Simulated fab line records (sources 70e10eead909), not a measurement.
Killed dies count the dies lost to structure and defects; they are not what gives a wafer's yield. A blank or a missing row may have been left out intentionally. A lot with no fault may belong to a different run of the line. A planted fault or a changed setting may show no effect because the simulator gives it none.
fab line records	flow nandHarc
[record] lots = 5	wafers = 15	lastDay = 29
route steps=1302 shown A_CONTACT@1008
lots untouched by any fault: they come from a run of this same line in which no faults occurred
startH: hours from the record's opening day to when the first of the lot's shown wafers began	waitH: hours since the lot's step before	" same as the row above	L1.1+2: a row that stands for several wafers	- either no value or no given start	* or withheld: withheld	< > ~ a bound
route shown NAME@n: names a module that has steps shown in the file, with the first one's number in the route	usual: mean/standard deviation of fault-free wafers	same: alike in all rows	chamber/n: place in a boat	sites: per-site readings	_std_site: how widely they spread, as a standard deviation	_edge_site: the outer-site mean with the inner-site mean subtracted	radiusMm: how far each site lies from the wafer's centre	mask NAME#n: copy n	behind: tool/chamber where the wafer was last shaped	hold: the reason the lot was held/the length of the hold in hours/how it ended	device: the n, p or np transistor that did not switch	end of line: the tests these same wafers got at the end of their route	a step without rows: its recipe alone	killed: at the first sort, the dies lost to defects and structure; wafer yield is something else	map: dies across one wafer; x = killed, . = not, _ = none there
set.NAME: the setting the step ran with; set.NAME@STEP: the setting that earlier step ran with	model.NAME: the simulator's own value behind a step, which no gauge read
lots at selected steps of the route; one table per step, one row per wafer
services: from which hour (startH, from the record's first day; less than 0 if before it) a tool's chamber was out of use, for how many hours, and why
[[steps]]
[step NHARC_A_CONTACT_ETCH_114]
[recipe] sourceW = withheld	pressureMtorr = 20	biasV = 3000	timeS = 190	targetDepthA = 18500	arFlowSccm = withheld	c4f8FlowSccm = withheld	o2FlowSccm = withheld	chemistry = C4F8/O2/Ar
lot.wafer	tool	chamber	startH	waitH	rfHoursCounterH
L075.4	harCapEtch-03	0	495.81	0.1	-
L075.3	"	1	"	"	-
L075.6	"	0	"	"	-
L078.2	harCapEtch-02	1	542.20	0.1	90
L078.4	"	0	"	"	-
L078.5	"	0	"	"	-
L083.3	harCapEtch-01	1	583.69	0.1	-
L083.6	"	1	"	"	-
L083.5	"	0	"	"	-
L085.4	harCapEtch-01	0	605.47	0.1	-
L085.6	"	1	"	"	-
L085.5	"	0	"	"	-
L089.1	harCapEtch-03	0	625.07	0.1	71
L089.6	"	1	"	"	-
L089.5	"	0	"	"	-
[step NHARC_A_CONTACT_ETCH_115]
[recipe] sourceW = withheld	pressureMtorr = 20	biasV = 3000	timeS = 190	targetDepthA = 18500	arFlowSccm = withheld	c4f8FlowSccm = withheld	o2FlowSccm = withheld	chemistry = C4F8/O2/Ar
lot.wafer	tool	chamber	startH	waitH	rfHoursCounterH
L075.4	harCapEtch-03	0	495.98	0.1	-
L075.3	"	1	"	"	-
L075.6	"	0	"	"	-
L078.2	harCapEtch-02	1	542.37	0.1	90
L078.4	"	0	"	"	-
L078.5	"	0	"	"	-
L083.3	harCapEtch-01	1	583.86	0.1	-
L083.6	"	1	"	"	-
L083.5	"	0	"	"	-
L085.4	harCapEtch-01	0	605.64	0.1	-
L085.6	"	1	"	"	-
L085.5	"	0	"	"	-
L089.1	harCapEtch-03	0	625.24	0.1	71
L089.6	"	1	"	"	-
L089.5	"	0	"	"	-
[step NHARC_A_CONTACT_ETCH_116]
[recipe] sourceW = withheld	pressureMtorr = 20	biasV = 3000	timeS = 190	targetDepthA = 18500	arFlowSccm = withheld	c4f8FlowSccm = withheld	o2FlowSccm = withheld	chemistry = C4F8/O2/Ar
lot.wafer	tool	chamber	startH	waitH	rfHoursCounterH
L075.4	harCapEtch-03	0	496.15	0.1	-
L075.3	"	1	"	"	-
L075.6	"	0	"	"	-
L078.2	harCapEtch-02	1	542.54	0.1	90
L078.4	"	0	"	"	-
L078.5	"	0	"	"	-
L083.3	harCapEtch-01	1	584.03	0.1	-
L083.6	"	1	"	"	-
L083.5	"	0	"	"	-
L085.4	harCapEtch-01	0	605.81	0.1	-
L085.6	"	1	"	"	-
L085.5	"	0	"	"	-
L089.1	harCapEtch-03	0	625.41	0.1	71
L089.6	"	1	"	"	-
L089.5	"	0	"	"	-
[step NHARC_A_CONTACT_ETCH_117]
[recipe] sourceW = withheld	pressureMtorr = 20	biasV = 3000	timeS = 190	targetDepthA = 18500	arFlowSccm = withheld	c4f8FlowSccm = withheld	o2FlowSccm = withheld	chemistry = C4F8/O2/Ar
lot.wafer	tool	chamber	startH	waitH	rfHoursCounterH
L075.4	harCapEtch-03	0	496.32	0.1	-
L075.3	"	1	"	"	-
L075.6	"	0	"	"	-
L078.2	harCapEtch-02	1	542.71	0.1	90
L078.4	"	0	"	"	-
L078.5	"	0	"	"	-
L083.3	harCapEtch-01	1	584.20	0.1	-
L083.6	"	1	"	"	-
L083.5	"	0	"	"	-
L085.4	harCapEtch-01	0	605.98	0.1	-
L085.6	"	1	"	"	-
L085.5	"	0	"	"	-
L089.1	harCapEtch-03	0	625.58	0.1	71
L089.6	"	1	"	"	-
L089.5	"	0	"	"	-
[step NHARC_A_CONTACT_ETCH_118]
[recipe] sourceW = withheld	pressureMtorr = 20	biasV = 3000	timeS = 190	targetDepthA = 18500	arFlowSccm = withheld	c4f8FlowSccm = withheld	o2FlowSccm = withheld	chemistry = C4F8/O2/Ar
lot.wafer	tool	chamber	startH	waitH	rfHoursCounterH
L075.4	harCapEtch-03	0	496.49	0.1	-
L075.3	"	1	"	"	-
L075.6	"	0	"	"	-
L078.2	harCapEtch-02	1	542.88	0.1	90
L078.4	"	0	"	"	-
L078.5	"	0	"	"	-
L083.3	harCapEtch-01	1	584.37	0.1	-
L083.6	"	1	"	"	-
L083.5	"	0	"	"	-
L085.4	harCapEtch-01	0	606.15	0.1	-
L085.6	"	1	"	"	-
L085.5	"	0	"	"	-
L089.1	harCapEtch-03	0	625.75	0.1	72
L089.6	"	1	"	"	-
L089.5	"	0	"	"	-
[step NHARC_A_CONTACT_ETCH_119]
[recipe] sourceW = withheld	pressureMtorr = 20	biasV = 3000	timeS = 190	targetDepthA = 18500	arFlowSccm = withheld	c4f8FlowSccm = withheld	o2FlowSccm = withheld	chemistry = C4F8/O2/Ar
lot.wafer	tool	chamber	startH	waitH	rfHoursCounterH
L075.4	harCapEtch-03	0	496.67	0.1	-
L075.3	"	1	"	"	-
L075.6	"	0	"	"	-
L078.2	harCapEtch-02	1	543.05	0.1	90
L078.4	"	0	"	"	-
L078.5	"	0	"	"	-
L083.3	harCapEtch-01	1	584.54	0.1	-
L083.6	"	1	"	"	-
L083.5	"	0	"	"	-
L085.4	harCapEtch-01	0	606.32	0.1	-
L085.6	"	1	"	"	-
L085.5	"	0	"	"	-
L089.1	harCapEtch-03	0	625.92	0.1	72
L089.6	"	1	"	"	-
L089.5	"	0	"	"	-
[step NHARC_A_CONTACT_ETCH_120]
[recipe] sourceW = withheld	pressureMtorr = 20	biasV = 3000	timeS = 190	targetDepthA = 18500	arFlowSccm = withheld	c4f8FlowSccm = withheld	o2FlowSccm = withheld	chemistry = C4F8/O2/Ar
lot.wafer	tool	chamber	startH	waitH	rfHoursCounterH
L075.4	harCapEtch-03	0	496.84	0.1	-
L075.3	"	1	"	"	-
L075.6	"	0	"	"	-
L078.2	harCapEtch-02	1	543.22	0.1	91
L078.4	"	0	"	"	-
L078.5	"	0	"	"	-
L083.3	harCapEtch-01	1	584.71	0.1	-
L083.6	"	1	"	"	-
L083.5	"	0	"	"	-
L085.4	harCapEtch-01	0	606.49	0.1	-
L085.6	"	1	"	"	-
L085.5	"	0	"	"	-
L089.1	harCapEtch-03	0	626.09	0.1	72
L089.6	"	1	"	"	-
L089.5	"	0	"	"	-
[step NHARC_A_CONTACT_ETCH_121]
[recipe] sourceW = withheld	pressureMtorr = 20	biasV = 3000	timeS = 190	targetDepthA = 18500	arFlowSccm = withheld	c4f8FlowSccm = withheld	o2FlowSccm = withheld	chemistry = C4F8/O2/Ar
lot.wafer	tool	chamber	startH	waitH	rfHoursCounterH
L075.4	harCapEtch-03	0	497.01	0.1	-
L075.3	"	1	"	"	-
L075.6	"	0	"	"	-
L078.2	harCapEtch-02	1	543.39	0.1	91
L078.4	"	0	"	"	-
L078.5	"	0	"	"	-
L083.3	harCapEtch-01	1	584.89	0.1	-
L083.6	"	1	"	"	-
L083.5	"	0	"	"	-
L085.4	harCapEtch-01	0	606.66	0.1	-
L085.6	"	1	"	"	-
L085.5	"	0	"	"	-
L089.1	harCapEtch-03	0	626.26	0.1	72
L089.6	"	1	"	"	-
L089.5	"	0	"	"	-
[step NHARC_A_CONTACT_ETCH_122]
[recipe] sourceW = withheld	pressureMtorr = 20	biasV = 3000	timeS = 190	targetDepthA = 18500	arFlowSccm = withheld	c4f8FlowSccm = withheld	o2FlowSccm = withheld	chemistry = C4F8/O2/Ar
lot.wafer	tool	chamber	startH	waitH	rfHoursCounterH
L075.4	harCapEtch-03	0	497.18	0.1	-
L075.3	"	1	"	"	-
L075.6	"	0	"	"	-
L078.2	harCapEtch-02	1	543.56	0.1	91
L078.4	"	0	"	"	-
L078.5	"	0	"	"	-
L083.3	harCapEtch-01	1	585.06	0.1	-
L083.6	"	1	"	"	-
L083.5	"	0	"	"	-
L085.4	harCapEtch-01	0	606.83	0.1	-
L085.6	"	1	"	"	-
L085.5	"	0	"	"	-
L089.1	harCapEtch-03	0	626.44	0.1	72
L089.6	"	1	"	"	-
L089.5	"	0	"	"	-
[step NHARC_A_CONTACT_ETCH_123]
[recipe] sourceW = withheld	pressureMtorr = 20	biasV = 400	timeS = 490	targetDepthA = 21100	arFlowSccm = withheld	c4f8FlowSccm = 11.5	o2FlowSccm = 7.2	chemistry = C4F8/O2/Ar
lot.wafer	tool	chamber	startH	waitH	rfHoursCounterH
L075.4	harCapEtch-03	0	497.47	0.3	-
L075.3	"	1	"	"	-
L075.6	"	0	"	"	-
L078.2	harCapEtch-02	1	543.73	0.1	91
L078.4	"	0	"	"	-
L078.5	"	0	"	"	-
L083.3	harCapEtch-01	1	585.35	0.3	-
L083.6	"	1	"	"	-
L083.5	"	0	"	"	-
L085.4	harCapEtch-01	0	607.18	0.3	-
L085.6	"	1	"	"	-
L085.5	"	0	"	"	-
L089.1	harCapEtch-03	0	626.66	0.2	72
L089.6	"	1	"	"	-
L089.5	"	0	"	"	-
[step NHARC_A_CONTACT_ETCH_90]
[recipe] targetDepthA = 400	overEtchFrac = 0.5	timeS = 85.7	ionEnergyEv = 120	ch3fFlowSccm = 50	o2FlowSccm = 30	arFlowSccm = 200	rfW = 500	biasW = 100	chemistry = CH3F/O2
[usual] drypumpMotorCurrentA = 6.1/0.49	oesProductAu = 0.96/0.038	rfVppV = 244.7/1.8	showerheadPlenumPTorr = 2.48/0.11	throttleValvePct = 20.663/0.0081
lot.wafer	tool	chamber	startH	waitH	drypumpMotorCurrentA	oesProductAu	rfHoursCounterH	rfVppV	showerheadPlenumPTorr	throttleValvePct
L075.3	rieDiel-02	0	498.29	0.6	6.1	0.99	15	246.9	2.59	20.675
L075.6	"	3	"	"	6.6	0.98	-	242.5	2.30	20.669
L075.4	"	0	"	"	6.1	1.00	-	245.5	2.59	20.674
L078.2	rieDiel-13	2	544.73	0.9	5.4	1.00	4	246.0	2.53	20.669
L078.4	"	3	"	"	5.9	0.99	5	246.6	2.64	20.658
L078.5	"	2	"	"	5.4	0.99	-	244.5	2.53	20.660
L083.3	rieDiel-02	2	586.15	0.7	6.4	0.99	0	242.9	2.44	20.665
L083.6	"	2	"	"	6.4	0.99	-	243.9	2.44	20.667
L083.5	"	3	"	"	6.6	1.00	-	242.6	2.30	20.672
L085.4	rieDiel-09	1	607.93	0.7	6.1	0.93	37	244.5	2.41	20.660
L085.5	"	2	"	"	5.1	0.92	-	246.5	2.65	20.683
L085.6	"	3	"	"	5.2	0.92	-	246.5	2.39	20.678
L089.1	rieDiel-09	1	627.60	0.8	6.1	0.94	43	243.6	2.41	20.654
L089.5	"	2	"	"	5.0	0.93	-	247.9	2.64	20.659
L089.6	"	3	"	"	5.2	0.92	-	242.3	2.39	20.653
[step NHARC_A_CONTACT_ETCH_96]
[recipe] targetDepthA = 200	overEtchFrac = 0.5	timeS = 10	ionEnergyEv = 250	c4f6FlowSccm = 25	o2FlowSccm = 20	arFlowSccm = 500	rfW = 600	biasW = 500	chemistry = C4F6/O2
[usual] drypumpMotorCurrentA = 6.1/0.48	oesProductAu = 0.972/0.028	rfVppV = 548/3.4	showerheadPlenumPTorr = 3.96/0.16	throttleValvePct = 26.902/0.0088
lot.wafer	tool	chamber	startH	waitH	drypumpMotorCurrentA	oesProductAu	rfHoursCounterH	rfVppV	showerheadPlenumPTorr	throttleValvePct
L075.3	rieDiel-02	0	498.43	0.1	6.2	0.987	15	551	4.11	26.898
L075.4	"	0	"	"	6.2	0.993	-	552	4.11	26.912
L075.6	"	3	"	"	6.6	0.978	-	542	3.69	26.913
L078.2	rieDiel-13	3	-	-	5.9	0.988	5	552	4.19	26.894
L078.4	"	0	"	"	6.0	1.032	4	550	4.03	26.896
L078.5	"	0	"	"	6.0	1.031	-	548	4.03	26.913
L083.3	rieDiel-02	0	-	-	6.2	0.981	0	549	4.11	26.911
L083.6	"	1	"	"	6.6	1.008	-	545	3.88	26.903
L083.5	"	2	"	"	6.4	0.999	-	544	3.90	26.891
L085.4	rieDiel-09	1	-	-	6.1	0.951	37	545	3.85	26.912
L085.5	"	2	"	"	5.0	0.940	-	552	4.21	26.911
L085.6	"	3	"	"	5.2	0.949	-	545	3.83	26.917
L089.1	rieDiel-09	0	-	-	5.7	0.948	46	550	4.13	26.924
L089.6	"	0	"	"	5.7	0.948	-	551	4.13	26.902
L089.5	"	1	"	"	6.1	0.976	-	546	3.85	26.898
[step NHARC_A_CONTACT_CD_MEAS_53]
[usual] cdNm = 289.7/0.78
lot.wafer	tool	chamber	startH	waitH	cdNm
L075.3	cdSem-03	-	498.53	-	288.8
L075.4	"	-	"	"	289.0
L075.6	"	-	"	"	288.0
L078.2	cdSem-02	-	544.93	-	289.1
L078.4	"	-	"	"	289.1
L078.5	"	-	"	"	289.3
L083.3	cdSem-03	-	586.37	-	289.4
L083.5	"	-	"	"	289.8
L083.6	"	-	"	"	289.8
L085.4	cdSem-03	-	608.12	-	290.6
L085.5	"	-	"	"	290.9
L085.6	"	-	"	"	290.9
L089.1	cdSem-01	-	627.77	-	290.0
L089.5	"	-	"	"	290.2
L089.6	"	-	"	"	290.6
[step NHARC_A_CONTACT_STRIP_99]
[recipe] n2FlowSccm = 150	h2FlowSccm = 150	arFlowSccm = 0	biasW = 0	chemistry = N2/H2
lot.wafer	tool	chamber	startH	waitH
L075.3+6+4	rieDiel-02	3,0,3	498.63	0.1
L078.2+4+5	rieDiel-09	2,1,2	545.00	0.1
L083.3+5+6	rieDiel-09	1,2,3	586.47	0.1
L085.4+5+6	rieDiel-09	3,0,1	608.21	0.1
L089.1+5+6	rieDiel-02	0,3,0	627.86	0.1
[step NHARC_A_CONTACT_STRIP_100]
[recipe] cf4FlowSccm = 100	chf3FlowSccm = 30	arFlowSccm = 0	biasW = 0	chemistry = CF4/CHF3
lot.wafer	tool	chamber	startH	waitH
L075.3+6+4	rieDiel-02	2,0,3	498.72	0.1
L078.4+2+5	rieDiel-09	0,1,2	545.10	0.1
L083.3+6+5	rieDiel-09	2,3,0	586.55	0.1
L085.4+6+5	rieDiel-09	1,0,1	608.28	0.1
L089.1+6+5	rieDiel-02	0,1,2	627.96	0.1
[step NHARC_A_CONTACT_STRIP_101]
[recipe] o2FlowSccm = 400	cosFlowSccm = 20	arFlowSccm = 0	biasW = 0	chemistry = O2/COS
lot.wafer	tool	chamber	startH	waitH
L075.3+6+4	rieDiel-02	0,3,0	498.79	0.1
L078.4+2+5	rieDiel-09	3,1,2	545.16	0.1
L083.3+5+6	rieDiel-09	2,2,3	586.60	0.0
L085.4+5+6	rieDiel-09	2,3,0	608.35	0.1
L089.1+5+6	rieDiel-02	0,2,3	628.16	0.2
[step NHARC_A_CONTACT_ETCH_102]
[recipe] targetDepthA = 1000	overetchA = 100	timeS = 55	ionEnergyEv = 100	cf4FlowSccm = 80	o2FlowSccm = 20	arFlowSccm = 0	rfW = 300	biasW = 100	chemistry = CF4/O2
[usual] drypumpMotorCurrentA = 6.0/0.54	oesProductAu = 0.994/0.012	rfVppV = 198.1/1.6	showerheadPlenumPTorr = 1.35/0.06	throttleValvePct = 13.397/0.0098
lot.wafer	tool	chamber	startH	waitH	drypumpMotorCurrentA	oesProductAu	rfHoursCounterH	rfVppV	showerheadPlenumPTorr	throttleValvePct
L075.3	rieDiel-02	2	498.87	0.1	6.4	1.008	16	198.6	1.33	13.376
L075.6	"	3	"	"	6.6	0.975	-	196.6	1.25	13.401
L075.4	"	2	"	"	6.4	0.987	-	196.5	1.33	13.381
L078.4	rieDiel-09	2	545.22	0.1	5.1	0.985	14	199.1	1.44	13.405
L078.2	"	0	"	"	5.7	0.986	17	198.2	1.42	13.400
L078.5	"	2	"	"	5.0	0.976	-	199.3	1.44	13.414
L083.3	rieDiel-09	3	586.68	0.1	5.2	0.983	26	197.4	1.30	13.384
L083.6	"	0	"	"	5.7	0.991	-	199.2	1.41	13.402
L083.5	"	1	"	"	6.1	1.020	-	197.2	1.31	13.403
L085.4	rieDiel-09	2	608.41	0.1	5.0	0.991	33	201.3	1.44	13.393
L085.5	"	1	"	"	6.1	1.006	-	198.3	1.31	13.396
L085.6	"	2	"	"	5.0	0.986	-	200.4	1.44	13.397
L089.1	rieDiel-02	1	628.22	0.1	6.6	0.996	8	197.2	1.32	13.389
L089.5	"	1	"	"	6.6	0.991	-	197.4	1.32	13.400
L089.6	"	2	"	"	6.4	0.997	-	198.0	1.32	13.387
[step NHARC_A_CONTACT_STRIP_55]
[recipe] o2FlowSccm = 500	arFlowSccm = 0	biasW = 0	chemistry = O2
[usual] drypumpMotorCurrentA = 6.1/0.52	oesProductAu = 0.993/0.013	rfVppV = 57.9/1	showerheadPlenumPTorr = 3.56/0.16	throttleValvePct = 17.035/0.0087
lot.wafer	tool	chamber	startH	waitH	drypumpMotorCurrentA	oesProductAu	rfHoursCounterH	rfVppV	showerheadPlenumPTorr	throttleValvePct
L075.3	rieDiel-02	0	-	-	6.2	0.994	15	57.9	3.70	17.036
L075.6	"	3	"	"	6.6	0.984	-	57.2	3.31	17.056
L075.4	"	2	"	"	6.4	0.993	-	57.6	3.51	17.036
L078.4	rieDiel-09	3	-	-	5.2	0.987	13	56.2	3.45	17.030
L078.2	"	1	"	"	6.1	1.015	18	57.6	3.47	17.042
L078.5	"	0	"	"	5.7	0.985	-	58.7	3.74	17.047
L083.3	rieDiel-09	1	-	-	6.1	1.007	29	58.2	3.47	17.032
L083.6	"	0	"	"	5.7	0.984	-	58.7	3.73	17.026
L083.5	"	1	"	"	6.1	1.020	-	57.6	3.47	17.024
L085.4	rieDiel-09	1	-	-	6.1	1.020	37	56.7	3.46	17.038
L085.6	"	0	"	"	5.7	0.987	-	58.6	3.72	17.033
L085.5	"	1	"	"	6.1	1.017	-	56.6	3.46	17.035
L089.1	rieDiel-02	1	-	-	6.6	0.984	8	58.8	3.48	17.044
L089.5	"	3	"	"	6.6	0.987	-	58.6	3.30	17.041
L089.6	"	0	"	"	6.2	0.976	-	57.5	3.69	17.026
[step NHARC_A_CONTACT_STRIP_56]
[recipe] timeS = 600	tempC = 30	chemistry = postEtchResidueRemover
lot.wafer	tool	chamber	startH	waitH
L075.4+3+6	wetBench-04	7,1,2	499.31	-
L078.2+4+5	wetBench-04	7,1,4	545.61	-
L083.3+6+5	wetBench-05	7,0,1	587.05	-
L085.5+6+4	wetBench-04	3,4,5	608.82	-
L089.5+1+6	wetBench-04	5,6,1	628.62	-
[step NHARC_A_CONTACT_DEP_57]
[recipe] targetThkA = 53000	tempC = 400	material = aC
[usual] throttleValvePct = 35.000/0.0085
lot.wafer	tool	chamber	startH	waitH	throttleValvePct
L075.3	aclDep-02	0	500.66	-	35.009
L075.4	"	0	"	"	35.013
L075.6	"	0	502.28	-	35.006
L078.2	aclDep-02	0	546.42	-	34.994
L078.4	"	0	547.49	-	35.018
L078.5	"	0	"	"	35.010
L083.3	aclDep-01	0	588.49	-	34.998
L083.5	"	0	589.58	-	34.997
L083.6	"	0	"	"	34.997
L085.4	aclDep-03	0	611.42	-	34.995
L085.5	"	0	"	"	34.993
L085.6	"	0	"	"	34.998
L089.1	aclDep-02	0	631.18	-	35.003
L089.5	"	0	633.33	-	35.001
L089.6	"	0	"	"	34.992
[step NHARC_A_CONTACT_DEP_58]
[recipe] targetThkA = 900	targetThkNm = 90	tempC = 400	pressureTorr = 3.5	flowSccm = 200	rfW = 350	material = SiON
[usual] heaterPowerW = 776/75	showerheadVppV = 1117/73
lot.wafer	tool	chamber	startH	waitH	heaterPowerW	showerheadVppV
L075.3	pecvd-03	0	502.84	1.6	707	1230
L075.6	"	1	"	"	733	1126
L075.4	"	2	"	"	787	1159
L078.2	pecvd-01	0	549.12	2.2	844	1029
L078.4	"	0	"	"	691	1017
L078.5	"	2	"	"	705	1176
L083.3	pecvd-04	1	590.72	1.7	706	1095
L083.6	"	0	"	"	855	1006
L083.5	"	1	"	"	733	1108
L085.6	pecvd-04	2	613.15	0.1	781	1032
L085.4	"	0	"	"	832	1011
L085.5	"	1	"	"	655	1126
L089.1	pecvd-03	1	634.44	2.7	794	1113
L089.6	"	2	"	"	869	1123
L089.5	"	0	"	"	710	1197
[step NHARC_A_CONTACT_DEHYDRATE_59]
[recipe] tempC = 150	timeS = 120
[usual] resistLineTempC = 23.00/0.099
lot.wafer	tool	chamber	startH	waitH	resistLineTempC
L075.3	lithoTrack-06	0	503.11	0.2	23.06
L075.4	"	0	"	"	23.10
L075.6	"	0	"	"	23.17
L078.2	lithoTrack-04	0	549.39	0.2	23.06
L078.4	"	0	"	"	23.00
L078.5	"	0	"	"	22.76
L083.3	lithoTrack-06	0	590.97	0.2	23.07
L083.5	"	0	"	"	22.98
L083.6	"	0	"	"	23.09
L085.4	lithoTrack-06	0	613.34	0.1	22.95
L085.5	"	0	"	"	23.09
L085.6	"	0	"	"	23.03
L089.1	lithoTrack-01	0	634.72	0.2	23.16
L089.5	"	0	"	"	22.84
L089.6	"	0	"	"	22.86
[step NHARC_A_CONTACT_HMDS_60]
[recipe] timeS = 30
[usual] resistLineTempC = 22.99/0.12
lot.wafer	tool	chamber	startH	waitH	resistLineTempC
L075.3	lithoTrack-06	0	-	-	23.03
L075.4	"	0	"	"	22.93
L075.6	"	0	"	"	22.85
L078.2	lithoTrack-04	0	-	-	22.92
L078.4	"	0	"	"	22.82
L078.5	"	0	"	"	22.95
L083.3	lithoTrack-06	0	-	-	22.94
L083.5	"	0	"	"	23.10
L083.6	"	0	"	"	23.06
L085.4	lithoTrack-06	0	-	-	22.86
L085.5	"	0	"	"	22.97
L085.6	"	0	"	"	22.87
L089.1	lithoTrack-01	0	-	-	22.91
L089.5	"	0	"	"	22.93
L089.6	"	0	"	"	22.95
[step NHARC_A_CONTACT_COAT_61]
[recipe] tempC = 260	timeS = 75
[usual] resistLineTempC = 22.99/0.093
lot.wafer	tool	chamber	startH	waitH	resistLineTempC
L075.3	lithoTrack-06	0	-	-	23.17
L075.4	"	0	"	"	23.09
L075.6	"	0	"	"	23.02
L078.2	lithoTrack-04	0	-	-	22.97
L078.4	"	0	"	"	22.97
L078.5	"	0	"	"	22.89
L083.3	lithoTrack-06	0	-	-	22.89
L083.5	"	0	"	"	23.05
L083.6	"	0	"	"	23.01
L085.4	lithoTrack-06	0	-	-	22.86
L085.5	"	0	"	"	22.92
L085.6	"	0	"	"	23.04
L089.1	lithoTrack-01	0	-	-	22.88
L089.5	"	0	"	"	23.04
L089.6	"	0	"	"	23.02
[step NHARC_A_CONTACT_COAT_62]
[recipe] tempC = 225	timeS = 65
[usual] resistLineTempC = 23.02/0.094
lot.wafer	tool	chamber	startH	waitH	resistLineTempC
L075.3	lithoTrack-06	0	-	-	23.07
L075.4	"	0	"	"	23.21
L075.6	"	0	"	"	23.03
L078.2	lithoTrack-04	0	-	-	22.92
L078.4	"	0	"	"	23.07
L078.5	"	0	"	"	22.97
L083.3	lithoTrack-06	0	-	-	23.08
L083.5	"	0	"	"	23.19
L083.6	"	0	"	"	23.10
L085.4	lithoTrack-06	0	-	-	23.01
L085.5	"	0	"	"	23.16
L085.6	"	0	"	"	23.02
L089.1	lithoTrack-01	0	-	-	22.98
L089.5	"	0	"	"	22.91
L089.6	"	0	"	"	22.90
[step NHARC_A_CONTACT_COAT_63]
[recipe] spinRpm = 1500	resistThkNm = 90
[usual] resistLineTempC = 23.02/0.099
lot.wafer	tool	chamber	startH	waitH	resistLineTempC
L075.3	lithoTrack-06	0	-	-	23.04
L075.4	"	0	"	"	22.98
L075.6	"	0	"	"	23.00
L078.2	lithoTrack-04	0	-	-	23.04
L078.4	"	0	"	"	23.00
L078.5	"	0	"	"	22.94
L083.3	lithoTrack-06	0	-	-	23.07
L083.5	"	0	"	"	23.02
L083.6	"	0	"	"	23.03
L085.4	lithoTrack-06	0	-	-	23.01
L085.5	"	0	"	"	22.96
L085.6	"	0	"	"	23.14
L089.1	lithoTrack-01	0	-	-	23.01
L089.5	"	0	"	"	22.90
L089.6	"	0	"	"	22.93
[step NHARC_A_CONTACT_SOFTBAKE_64]
[recipe] tempC = 105	timeS = 55
[usual] resistLineTempC = 23.02/0.13
lot.wafer	tool	chamber	startH	waitH	resistLineTempC
L075.3	lithoTrack-06	0	-	-	23.12
L075.4	"	0	"	"	22.98
L075.6	"	0	"	"	23.13
L078.2	lithoTrack-04	0	-	-	23.08
L078.4	"	0	"	"	23.09
L078.5	"	0	"	"	23.01
L083.3	lithoTrack-06	0	-	-	23.12
L083.5	"	0	"	"	23.07
L083.6	"	0	"	"	22.87
L085.4	lithoTrack-06	0	-	-	22.86
L085.5	"	0	"	"	22.79
L085.6	"	0	"	"	22.92
L089.1	lithoTrack-01	0	-	-	23.14
L089.5	"	0	"	"	23.17
L089.6	"	0	"	"	23.18
[step NHARC_A_CONTACT_EBR_65]
[usual] resistLineTempC = 23.00/0.1
lot.wafer	tool	chamber	startH	waitH	resistLineTempC
L075.3	lithoTrack-06	0	-	-	23.05
L075.4	"	0	"	"	23.07
L075.6	"	0	"	"	23.09
L078.2	lithoTrack-04	0	-	-	22.99
L078.4	"	0	"	"	23.02
L078.5	"	0	"	"	22.88
L083.3	lithoTrack-06	0	-	-	22.93
L083.5	"	0	"	"	22.89
L083.6	"	0	"	"	22.95
L085.4	lithoTrack-06	0	-	-	23.05
L085.5	"	0	"	"	22.82
L085.6	"	0	"	"	23.09
L089.1	lithoTrack-01	0	-	-	23.21
L089.5	"	0	"	"	23.17
L089.6	"	0	"	"	23.12
[step NHARC_A_CONTACT_EXPOSE_66]
[recipe] na = 1.35	sigmaOuter = 0.8	doseMj = 59.02	maskId = A_CC_2
[usual] reticleTempC = 23.02/0.11
lot.wafer	tool	chamber	startH	waitH	mask	reticleTempC
L075.3	arfiScanner-01	0	503.31	-	A_CC_2#0	22.94
L075.4	"	0	"	"	A_CC_2#0	22.89
L075.6	"	0	"	"	A_CC_2#0	22.87
L078.2	arfiScanner-02	0	549.58	-	A_CC_2#0	23.05
L078.4	"	0	"	"	A_CC_2#0	22.98
L078.5	"	0	"	"	A_CC_2#0	23.20
L083.3	arfiScanner-02	0	591.29	-	A_CC_2#0	23.17
L083.5	"	0	"	"	A_CC_2#0	23.07
L083.6	"	0	"	"	A_CC_2#0	23.17
L085.4	arfiScanner-01	0	613.66	-	A_CC_2#0	22.91
L085.5	"	0	"	"	A_CC_2#0	22.91
L085.6	"	0	"	"	A_CC_2#0	23.01
L089.1	arfiScanner-03	0	635.03	-	A_CC_2#0	23.16
L089.5	"	0	"	"	A_CC_2#0	23.07
L089.6	"	0	"	"	A_CC_2#0	23.07
[[services]]
tool	chamber	startH	hours	kind
arfiScanner-02	-	484.00	4.0	pm
aclDep-03	-	484.45	13.0	pm
rieDiel-02	1	493.79	33.7	repair
harCapEtch-01	-	497.00	17.0	pm
rieDiel-09	-	497.48	9.0	pm
lithoTrack-01	-	505.00	7.0	pm
pecvd-04	0	506.88	3.0	repair
rieDiel-09	-	507.54	1.2	repair
rieDiel-02	0	513.70	3.2	repair
rieDiel-09	1	514.45	2.4	repair
rieDiel-13	-	520.67	9.0	pm
lithoTrack-06	-	529.00	7.0	pm
arfiScanner-03	-	540.02	4.0	pm
pecvd-03	-	547.24	13.0	pm
lithoTrack-04	-	553.00	7.0	pm
arfiScanner-01	-	555.00	0.3	repair
rieDiel-02	-	571.04	9.0	pm
wetBench-04	-	579.20	8.0	pm
arfiScanner-01	-	596.50	4.0	pm
rieDiel-02	3	603.32	5.1	repair
aclDep-02	-	606.95	13.0	pm
arfiScanner-01	-	618.29	0.5	repair
arfiScanner-02	-	631.57	1.4	repair
pecvd-04	-	631.70	13.0	pm
[[key]]
fault none
